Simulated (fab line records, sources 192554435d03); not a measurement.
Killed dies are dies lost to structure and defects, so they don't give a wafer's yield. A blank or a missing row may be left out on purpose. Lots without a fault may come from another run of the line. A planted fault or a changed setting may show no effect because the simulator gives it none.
fab line records | flow n5_finfet | part 1 of 2: steps 1 to 25 of 37
record lots=5 wafers=15 last_day=16
route steps=1938 shown WELL_APT@30 PMOS_HMC_CHANNEL_EPI@57
lots that met no fault: from a run of the same line without faults
start_h: hours from the record's first day to the start of the lot's first wafer shown | wait_h: hours since the lot's step before | " the same as in the row above | L1.1+2: a row that stands for several wafers | - no value, or no start given | * or withheld: withheld | < > ~ a bound
route shown NAME@n: a module of which the file shows steps, and the number in the route of the first | usual: mean/standard deviation of fault-free wafers | same: alike in all rows | chamber/n: place in a boat | sites: the reading at each site | _std_site: their standard deviation | _edge_site: outer sites' mean less inner sites' | radius_mm: how far each site lies from the wafer's centre | mask NAME#n: copy n | behind: the tool/chamber that last shaped the wafer | hold: why the lot was held/for how many hours/how that ended | device: the transistor (n, p or np) that didn't switch | end of line: the same wafers' tests at the end of the route | a step without rows: its recipe alone | killed: dies lost to structure and defects at the first sort, not the wafer's yield | map: a wafer's dies, x killed, . not, _ none there
set.NAME: the setting as run; set.NAME@STEP: as run at that earlier step | model.NAME: the simulator's own value behind a step, which no gauge read
lots at some steps of the route; a table a step, a row a wafer
services: from which hour (start_h, from the record's first day; less than 0 if before it) a tool's chamber was out of use, for how many hours, and why
## steps
# step N5_WELL_APT_INSPECT_10
# recipe mode=adi inspect_instrument=macro
# usual raw_defect_count=2.2/1.3
# columns lot.wafer tool chamber start_h wait_h raw_defect_count
L075.2 defect_inspect-02 - 19.75 0.0 3
L075.3 " - " " 3
L075.6 " - " " 1
L079.1 defect_inspect-02 - 43.90 0.0 4
L079.2 " - " " 3
L079.5 " - " " 2
L084.3 defect_inspect-01 - 73.67 0.0 3
L084.4 " - " " 4
L084.6 " - " " 1
L086.2 defect_inspect-02 - 85.78 0.0 3
L086.3 " - " " 3
L086.6 " - " " 1
L090.2 defect_inspect-01 - 109.79 0.0 2
L090.3 " - " " 2
L090.6 " - " " 0
# step N5_WELL_APT_DESCUM_13
# recipe chemistry=O2 time_s=7.9 source_power_w=50 bias_power_w=20 pressure_mtorr=20 rf_frequency_hz=2.712e+07 temp_c=40 o2_flow_sccm=225
# usual drypump_motor_current_A=5.8/0.37 oes_product_au=0.79/0.083 rf_vpp_V=243.3/1.8 showerhead_plenum_p_Torr=2.11/0.1 throttle_valve_pct=20.33/0.17
# columns lot.wafer tool chamber start_h wait_h drypump_motor_current_A oes_product_au rf_hours_counter_h rf_vpp_V showerhead_plenum_p_Torr throttle_valve_pct
L075.2 rie_diel-02 1 19.79 0.0 5.5 0.89 21 244.2 2.22 20.22
L075.3 " 3 " " 5.9 0.78 126 243.8 2.19 20.15
L075.6 " 1 " " 5.5 0.91 - 244.5 2.22 20.23
L079.1 rie_diel-04 2 43.93 0.0 6.1 0.98 4 242.9 2.04 20.43
L079.2 " 1 " " 6.1 0.77 161 241.6 1.99 20.15
L079.5 " 3 " " 6.0 0.77 - 242.2 2.09 20.27
L084.3 rie_diel-02 3 73.70 0.0 5.9 0.76 151 244.8 2.18 20.16
L084.4 " 1 " " 5.5 0.86 46 244.9 2.21 20.28
L084.6 " 0 " " 5.3 0.96 - 245.4 2.23 20.09
L086.2 rie_diel-04 3 85.83 0.0 6.0 0.76 168 243.3 2.09 20.31
L086.3 " 1 " " 6.1 0.75 176 242.6 1.99 20.18
L086.6 " 0 " " 6.4 0.96 - 246.8 2.24 20.16
L090.2 rie_diel-05 1 110.10 0.3 5.4 0.79 115 241.6 1.92 20.49
L090.3 " 3 " " 6.3 0.72 214 244.8 2.16 20.62
L090.6 " 1 " " 5.4 0.79 - 239.2 1.92 20.47
# step N5_WELL_APT_IMPLANT_14
# recipe species=P energy_kev=160 dose_cm2=1.5e+13 tilt_deg=0 rotation_deg=0
# usual beam_on_s=9.99/0.18
# columns lot.wafer tool chamber start_h wait_h beam_on_s
L075.2 implanter-01 0 19.92 0.1 9.77
L075.3 " 0 " " 9.83
L075.6 " 0 " " 9.65
L079.1 implanter-01 0 44.03 0.1 10.01
L079.2 " 0 " " 10.24
L079.5 " 0 " " 10.07
L084.3 implanter-02 0 73.86 0.1 10.11
L084.4 " 0 " " 10.09
L084.6 " 0 " " 9.90
L086.2 implanter-02 0 85.95 0.1 9.51
L086.3 " 0 " " 10.03
L086.6 " 0 " " 10.16
L090.2 implanter-02 0 110.23 0.1 9.96
L090.3 " 0 " " 10.14
L090.6 " 0 " " 9.84
# step N5_WELL_APT_IMPLANT_15
# recipe species=As energy_kev=25 dose_cm2=1.5e+13 tilt_deg=0 rotation_deg=0
# usual beam_on_s=10.02/0.19
# columns lot.wafer tool chamber start_h wait_h beam_on_s
L075.2 implanter-01 0 20.10 0.1 10.27
L075.3 " 0 " " 9.90
L075.6 " 0 " " 9.81
L079.1 implanter-01 0 44.21 0.1 10.15
L079.2 " 0 " " 10.18
L079.5 " 0 " " 10.47
L084.3 implanter-02 0 74.04 0.1 10.27
L084.4 " 0 " " 10.03
L084.6 " 0 " " 9.83
L086.2 implanter-02 0 86.13 0.1 9.93
L086.3 " 0 " " 10.21
L086.6 " 0 " " 10.23
L090.2 implanter-02 0 110.41 0.1 10.20
L090.3 " 0 " " 10.15
L090.6 " 0 " " 10.01
# step N5_WELL_APT_STRIP_16
# recipe chemistry=SPM time_s=900 temp_c=130 h2so4_h2o2_vol_ratio=4 dry=ipa_marangoni
# usual bath_heat_duty_pct=14.6/1.8
# columns lot.wafer tool chamber start_h wait_h bath_heat_duty_pct
L075.2 wet_bench-06 7 20.27 0.1 13.1
L075.3 " 3 " " 14.1
L075.6 " 0 " " 13.8
L079.1 wet_bench-01 2 44.44 0.2 17.4
L079.2 " 3 " " 14.7
L079.5 " 0 " " 14.9
L084.3 wet_bench-05 6 74.18 0.1 13.1
L084.4 " 0 " " 12.8
L084.6 " 7 " " 16.3
L086.2 wet_bench-01 5 86.31 0.1 13.9
L086.3 " 1 " " 18.3
L086.6 " 2 " " 17.2
L090.2 wet_bench-05 7 110.59 0.1 17.2
L090.3 " 6 " " 14.5
L090.6 " 5 " " 13.7
# step N5_WELL_APT_HMDS_18
# recipe time_s=60 temp_c=120
# usual heater_power_total_W=196.7/2.1
# columns lot.wafer tool chamber start_h wait_h heater_power_total_W
L075.2 litho_track-05 0 20.55 0.0 198.6
L075.3 " 0 " " 194.0
L075.6 " 0 " " 194.8
L079.1 litho_track-04 0 44.71 0.0 193.8
L079.2 " 0 " " 197.9
L079.5 " 0 " " 194.2
L084.3 litho_track-04 0 74.46 0.0 194.1
L084.4 " 0 " " 197.7
L084.6 " 0 " " 197.9
L086.2 litho_track-02 0 86.59 0.0 194.6
L086.3 " 0 " " 196.9
L086.6 " 0 " " 196.4
L090.2 litho_track-05 0 110.86 0.0 194.7
L090.3 " 0 " " 199.8
L090.6 " 0 " " 196.2
# step N5_WELL_APT_COAT_19
# recipe spin_rpm=1357 resist_thk_nm=950
# columns lot.wafer tool chamber start_h wait_h
L075.2+3+6 litho_track-05 0 - -
L079.1+2+5 litho_track-04 0 - -
L084.3+4+6 litho_track-04 0 - -
L086.2+3+6 litho_track-02 0 - -
L090.2+3+6 litho_track-05 0 - -
# step N5_WELL_APT_EBR_21
# recipe solvent=PGMEA ebr_width_mm=1.5
# columns lot.wafer tool chamber start_h wait_h
L075.2+3+6 litho_track-05 0 - -
L079.1+2+5 litho_track-04 0 - -
L084.3+4+6 litho_track-04 0 - -
L086.2+3+6 litho_track-02 0 - -
L090.2+3+6 litho_track-05 0 - -
# step N5_WELL_APT_SOFTBAKE_20
# recipe temp_c=130 time_s=60
# usual heater_power_total_W=218.7/1.5
# columns lot.wafer tool chamber start_h wait_h heater_power_total_W
L075.2 litho_track-05 0 - - 219.9
L075.3 " 0 " " 216.5
L075.6 " 0 " " 220.2
L079.1 litho_track-04 0 - - 219.9
L079.2 " 0 " " 218.3
L079.5 " 0 " " 220.8
L084.3 litho_track-04 0 - - 219.3
L084.4 " 0 " " 221.0
L084.6 " 0 " " 219.3
L086.2 litho_track-02 0 - - 220.6
L086.3 " 0 " " 219.8
L086.6 " 0 " " 220.9
L090.2 litho_track-05 0 - - 218.6
L090.3 " 0 " " 216.8
L090.6 " 0 " " 216.7
# step N5_WELL_APT_EXPOSE_22
# recipe mask_id=PWELL na=0.8 source_shape=conventional sigma_outer=0.8 polarization=unpolarized defocus_nm=0 target_cd_nm=200 dose_mj=23.2
# columns lot.wafer tool chamber start_h wait_h mask
L075.2+3+6 krf_scanner-01 0 20.78 - PWELL#0
L079.1+2+5 krf_scanner-01 0 44.81 - PWELL#0
L084.3+4+6 krf_scanner-02 0 74.70 - PWELL#0
L086.2+3+6 krf_scanner-02 0 86.82 - PWELL#0
L090.2+3+6 krf_scanner-02 0 111.09 - PWELL#0
# step N5_WELL_APT_PEB_23
# recipe peb_temp_c=130 peb_time_s=90
# usual heater_power_total_W=172.4/0.78
# columns lot.wafer tool chamber start_h wait_h heater_power_total_W
L075.2 litho_track-02 0 20.83 0.0 173.3
L075.3 " 0 " " 172.5
L075.6 " 0 " " 172.1
L079.1 litho_track-05 0 44.87 0.1 173.2
L079.2 " 0 " " 170.7
L079.5 " 0 " " 171.8
L084.3 litho_track-04 0 74.75 0.0 173.8
L084.4 " 0 " " 171.8
L084.6 " 0 " " 172.4
L086.2 litho_track-02 0 86.87 0.0 172.8
L086.3 " 0 " " 172.0
L086.6 " 0 " " 172.9
L090.2 litho_track-04 0 111.14 0.0 173.0
L090.3 " 0 " " 170.8
L090.6 " 0 " " 173.2
# step N5_WELL_APT_DEVELOP_24
# recipe develop_time_s=45 rinse_liquid=surfactant_rinse dry=air_spin dev_temp_c=21
# columns lot.wafer tool chamber start_h wait_h
L075.2+3+6 litho_track-02 0 - -
L079.1+2+5 litho_track-05 0 - -
L084.3+4+6 litho_track-04 0 - -
L086.2+3+6 litho_track-02 0 - -
L090.2+3+6 litho_track-04 0 - -
# step N5_WELL_APT_HARDBAKE_29
# recipe temp_c=130 time_s=120
# usual heater_power_total_W=148.0/0.94
# columns lot.wafer tool chamber start_h wait_h heater_power_total_W
L075.2 litho_track-02 0 - - 148.0
L075.3 " 0 " " 146.8
L075.6 " 0 " " 149.0
L079.1 litho_track-05 0 - - 147.8
L079.2 " 0 " " 147.7
L079.5 " 0 " " 148.8
L084.3 litho_track-04 0 - - 148.7
L084.4 " 0 " " 146.4
L084.6 " 0 " " 148.8
L086.2 litho_track-02 0 - - 147.3
L086.3 " 0 " " 146.8
L086.6 " 0 " " 149.2
L090.2 litho_track-04 0 - - 149.0
L090.3 " 0 " " 146.7
L090.6 " 0 " " 147.2
# step N5_WELL_APT_CD_MEAS_25
# recipe target_cd_nm=200 landing_energy_ev=500 detector=se_inlens
# usual cd_nm=199.6/1.5
# same landing_energy_ev=500
# columns lot.wafer tool chamber start_h wait_h cd_nm
L075.2 cd_sem-03 0 20.95 - 200.1
L075.3 " 0 " " 196.6
L075.6 " 0 " " 195.4
L079.1 cd_sem-03 0 44.98 - 199.8
L079.2 " 0 " " 199.0
L079.5 " 0 " " 200.5
L084.3 cd_sem-02 0 74.86 - 199.1
L084.4 " 0 " " 196.6
L084.6 " 0 " " 197.9
L086.2 cd_sem-02 0 86.98 - 197.7
L086.3 " 0 " " 199.9
L086.6 " 0 " " 198.5
L090.2 cd_sem-03 0 111.26 - 202.5
L090.3 " 0 " " 202.1
L090.6 " 0 " " 202.5
# step N5_WELL_APT_OVL_MEAS_26
# recipe points_per_wafer=44
# usual PWELL_OVL=2/5.2
# columns lot.wafer tool chamber start_h wait_h PWELL_OVL[nm]
L075.2 overlay-01 0 20.98 0.0 3
L075.3 " 0 " " 3
L075.6 " 0 " " 3
L079.1 overlay-01 0 45.01 0.0 -9
L079.2 " 0 " " -6
L079.5 " 0 " " -7
L084.3 overlay-02 0 74.89 0.0 4
L084.4 " 0 " " 6
L084.6 " 0 " " 7
L086.2 overlay-01 0 87.03 0.0 8
L086.3 " 0 " " 6
L086.6 " 0 " " 5
L090.2 overlay-01 0 111.29 0.0 4
L090.3 " 0 " " 1
L090.6 " 0 " " -3
# step N5_WELL_APT_INSPECT_27
# recipe mode=adi inspect_instrument=macro
# usual raw_defect_count=2.0/1.4
# columns lot.wafer tool chamber start_h wait_h raw_defect_count
L075.2 defect_inspect-02 - 21.00 0.0 2
L075.3 " - " " 2
L075.6 " - " " 0
L079.1 defect_inspect-02 - 45.04 0.0 0
L079.2 " - " " 1
L079.5 " - " " 0
L084.3 defect_inspect-02 - 74.91 0.0 2
L084.4 " - " " 1
L084.6 " - " " 1
L086.2 defect_inspect-01 - 87.05 0.0 3
L086.3 " - " " 1
L086.6 " - " " 0
L090.2 defect_inspect-01 - 111.31 0.0 1
L090.3 " - " " 3
L090.6 " - " " 2
# step N5_WELL_APT_DESCUM_30
# recipe chemistry=O2 time_s=7.9 source_power_w=50 bias_power_w=20 pressure_mtorr=20 rf_frequency_hz=2.712e+07 temp_c=40 o2_flow_sccm=225
# usual drypump_motor_current_A=5.9/0.36 oes_product_au=0.79/0.085 rf_vpp_V=243.2/1.7 showerhead_plenum_p_Torr=2.09/0.1 throttle_valve_pct=20.34/0.16
# columns lot.wafer tool chamber start_h wait_h drypump_motor_current_A oes_product_au rf_hours_counter_h rf_vpp_V showerhead_plenum_p_Torr throttle_valve_pct
L075.2 rie_diel-04 3 21.12 0.1 6.0 0.78 140 243.9 2.10 20.27
L075.3 " 0 " " 6.4 0.70 256 241.3 1.98 20.55
L075.6 " 3 " " 6.0 0.78 - 244.1 2.10 20.26
L079.1 rie_diel-04 1 45.09 0.0 6.1 0.77 162 242.9 1.99 20.15
L079.2 " 3 " " 6.0 0.77 151 243.6 2.09 20.27
L079.5 " 3 " " 6.0 0.78 - 242.9 2.09 20.28
L084.3 rie_diel-05 1 75.58 0.7 5.4 0.79 103 240.3 1.93 20.45
L084.4 " 2 " " 5.8 0.68 239 241.5 1.98 20.68
L084.6 " 1 " " 5.4 0.79 - 241.5 1.93 20.46
L086.2 rie_diel-04 3 87.08 0.0 6.0 0.75 168 242.5 2.09 20.31
L086.3 " 2 " " 6.1 0.92 22 242.4 2.04 20.46
L086.6 " 1 " " 6.1 0.75 - 241.7 1.99 20.18
L090.2 rie_diel-02 0 111.35 0.0 5.3 0.92 15 246.1 2.23 20.12
L090.3 " 1 " " 5.4 0.84 59 244.3 2.21 20.28
L090.6 " 2 " " 6.4 0.68 - 241.4 2.06 20.53
# step N5_WELL_APT_IMPLANT_31
# recipe species=B energy_kev=60 dose_cm2=1.5e+13 tilt_deg=0 rotation_deg=0
# usual beam_on_s=10.01/0.21
# columns lot.wafer tool chamber start_h wait_h beam_on_s
L075.2 implanter-02 0 21.24 0.1 10.12
L075.3 " 0 " " 9.97
L075.6 " 0 " " 10.04
L079.1 implanter-02 0 45.18 0.1 10.34
L079.2 " 0 " " 10.01
L079.5 " 0 " " 10.06
L084.3 implanter-02 0 75.74 0.1 9.79
L084.4 " 0 " " 10.01
L084.6 " 0 " " 10.01
L086.2 implanter-02 0 87.21 0.1 9.86
L086.3 " 0 " " 10.16
L086.6 " 0 " " 9.82
L090.2 implanter-01 0 111.48 0.1 9.79
L090.3 " 0 " " 10.23
L090.6 " 0 " " 10.07
# step N5_WELL_APT_IMPLANT_32
# recipe species=BF2 energy_kev=50 dose_cm2=2e+13 tilt_deg=0 rotation_deg=0
# usual beam_on_s=10.02/0.2
# columns lot.wafer tool chamber start_h wait_h beam_on_s
L075.2 implanter-02 0 21.42 0.1 9.98
L075.3 " 0 " " 10.06
L075.6 " 0 " " 10.00
L079.1 implanter-02 0 45.36 0.1 10.13
L079.2 " 0 " " 9.98
L079.5 " 0 " " 9.95
L084.3 implanter-02 0 75.92 0.1 10.08
L084.4 " 0 " " 10.14
L084.6 " 0 " " 10.04
L086.2 implanter-02 0 87.39 0.1 9.54
L086.3 " 0 " " 9.95
L086.6 " 0 " " 9.94
L090.2 implanter-01 0 111.66 0.1 10.14
L090.3 " 0 " " 9.92
L090.6 " 0 " " 9.99
# step N5_WELL_APT_STRIP_33
# recipe chemistry=SPM time_s=900 temp_c=130 h2so4_h2o2_vol_ratio=4 dry=ipa_marangoni
# usual bath_heat_duty_pct=14.4/1.7
# columns lot.wafer tool chamber start_h wait_h bath_heat_duty_pct
L075.2 wet_bench-01 5 21.60 0.1 14.5
L075.3 " 0 " " 16.3
L075.6 " 3 " " 13.7
L079.1 wet_bench-06 1 45.59 0.2 11.5
L079.2 " 6 " " 13.3
L079.5 " 3 " " 13.9
L084.3 wet_bench-05 7 76.07 0.1 16.2
L084.4 " 3 " " 14.1
L084.6 " 6 " " 13.1
L086.2 wet_bench-06 3 87.57 0.1 14.5
L086.3 " 2 " " 13.9
L086.6 " 7 " " 14.3
L090.2 wet_bench-06 1 111.83 0.1 11.9
L090.3 " 3 " " 14.0
L090.6 " 6 " " 14.4
# step N5_WELL_APT_RTA_34
# recipe temp_c=1000 time_s=10 ambient=N2 idle_temp_c=600 ramp_up_c_per_s=150 ramp_down_c_per_s=60 cool_to_c=600
# usual lamp_power_pct=13.01/0.051 lamp_zone_1_pct=13.00/0.039 lamp_zone_5_pct=13.00/0.036 wafer_temp_C_max=1003.6/1
# columns lot.wafer tool chamber start_h wait_h lamp_power_pct lamp_zone_1_pct lamp_zone_5_pct wafer_temp_C_max
L075.2 rtp_anneal-02 0 21.90 0.0 13.05 13.08 12.98 1003.9
L075.3 " 0 " " 13.02 12.95 13.02 1005.0
L075.6 " 0 " " 13.10 13.03 13.01 1003.5
L079.1 rtp_anneal-02 0 45.96 0.1 13.04 12.96 12.95 1004.9
L079.2 " 0 " " 13.00 13.03 13.06 1003.3
L079.5 " 0 " " 12.98 13.04 13.00 1002.0
L084.3 rtp_anneal-01 0 76.45 0.1 12.91 12.96 13.01 1002.5
L084.4 " 0 " " 13.08 13.05 13.01 1004.1
L084.6 " 0 " " 12.98 13.02 13.02 1003.1
L086.2 rtp_anneal-02 0 87.86 0.0 13.04 13.00 12.99 1005.2
L086.3 " 0 " " 13.11 12.96 12.93 1004.7
L086.6 " 0 " " 13.06 13.00 13.00 1003.4
L090.2 rtp_anneal-02 0 112.24 0.2 13.06 13.03 12.99 1004.7
L090.3 " 0 " " 13.09 12.98 12.94 1002.5
L090.6 " 0 " " 13.01 13.00 13.10 1005.4
# step N5_WELL_APT_OXIDE_STRIP_42
# recipe chemistry=dHF dilution=25:1 time_s=45 temp_c=25 target=SiO2 target_depth_a=120
# usual bath_heat_duty_pct=6.1/0.86
# columns lot.wafer tool chamber start_h wait_h bath_heat_duty_pct
L075.2 wet_bench-05 4 22.02 0.1 6.4
L075.3 " 3 " " 6.5
L075.6 " 5 " " 5.3
L079.1 wet_bench-01 4 46.11 0.1 5.6
L079.2 " 0 " " 6.5
L079.5 " 5 " " 5.7
L084.3 wet_bench-06 1 76.57 0.1 6.4
L084.4 " 4 " " 7.9
L084.6 " 2 " " 5.5
L086.2 wet_bench-01 6 87.99 0.1 5.5
L086.3 " 0 " " 6.1
L086.6 " 7 " " 5.4
L090.2 wet_bench-01 6 112.36 0.1 6.1
L090.3 " 5 " " 6.9
L090.6 " 2 " " 7.4
# step N5_WELL_APT_PRECLEAN_36
# recipe chemistry=O3/DIW time_s=45 temp_c=22 o3_ppm=10
# usual bath_heat_duty_pct=2.3/0.42
# columns lot.wafer tool chamber start_h wait_h bath_heat_duty_pct
L075.2 wet_bench-05 4 22.04 0.0 2.6
L075.3 " 3 " " 2.2
L075.6 " 5 " " 2.3
L079.1 wet_bench-01 4 46.12 0.0 2.4
L079.2 " 0 " " 2.0
L079.5 " 5 " " 2.8
L084.3 wet_bench-06 1 76.59 0.0 2.0
L084.4 " 4 " " 3.1
L084.6 " 2 " " 2.1
L086.2 wet_bench-01 6 88.00 0.0 2.1
L086.3 " 0 " " 3.1
L086.6 " 7 " " 2.5
L090.2 wet_bench-01 6 112.38 0.0 1.7
L090.3 " 5 " " 2.0
L090.6 " 2 " " 2.5
# step N5_WELL_APT_PRECLEAN_39
# recipe chemistry=dHF time_s=60 dilution=150:1 temp_c=25
# usual bath_heat_duty_pct=6.2/0.81
# columns lot.wafer tool chamber start_h wait_h bath_heat_duty_pct
L075.2 wet_bench-05 4 22.05 0.0 7.0
L075.3 " 3 " " 6.5
L075.6 " 5 " " 5.9
L079.1 wet_bench-01 4 46.13 0.0 5.9
L079.2 " 0 " " 7.0
L079.5 " 5 " " 6.0
L084.3 wet_bench-06 1 76.60 0.0 5.6
L084.4 " 4 " " 8.6
L084.6 " 2 " " 6.2
L086.2 wet_bench-01 6 88.02 0.0 5.9
L086.3 " 0 " " 6.7
L086.6 " 7 " " 5.8
L090.2 wet_bench-01 6 112.39 0.0 6.7
L090.3 " 5 " " 6.4
L090.6 " 2 " " 6.7
# step N5_WELL_APT_SRD_37
# recipe dry=ipa_marangoni do_ppb=5 time_s=30 temp_c=23 rinse_liquid=diw
# usual bath_heat_duty_pct=3.6/0.52
# columns lot.wafer tool chamber start_h wait_h bath_heat_duty_pct
L075.2 wet_bench-05 4 22.07 0.0 3.7
L075.3 " 3 " " 3.0
L075.6 " 5 " " 3.2
L079.1 wet_bench-01 4 46.15 0.0 3.8
L079.2 " 0 " " 3.7
L079.5 " 5 " " 3.9
L084.3 wet_bench-06 1 76.62 0.0 2.8
L084.4 " 4 " " 5.2
L084.6 " 2 " " 3.3
L086.2 wet_bench-01 6 88.03 0.0 3.5
L086.3 " 0 " " 3.4
L086.6 " 7 " " 3.6
L090.2 wet_bench-01 6 112.41 0.0 3.6
L090.3 " 5 " " 3.6
L090.6 " 2 " " 3.5
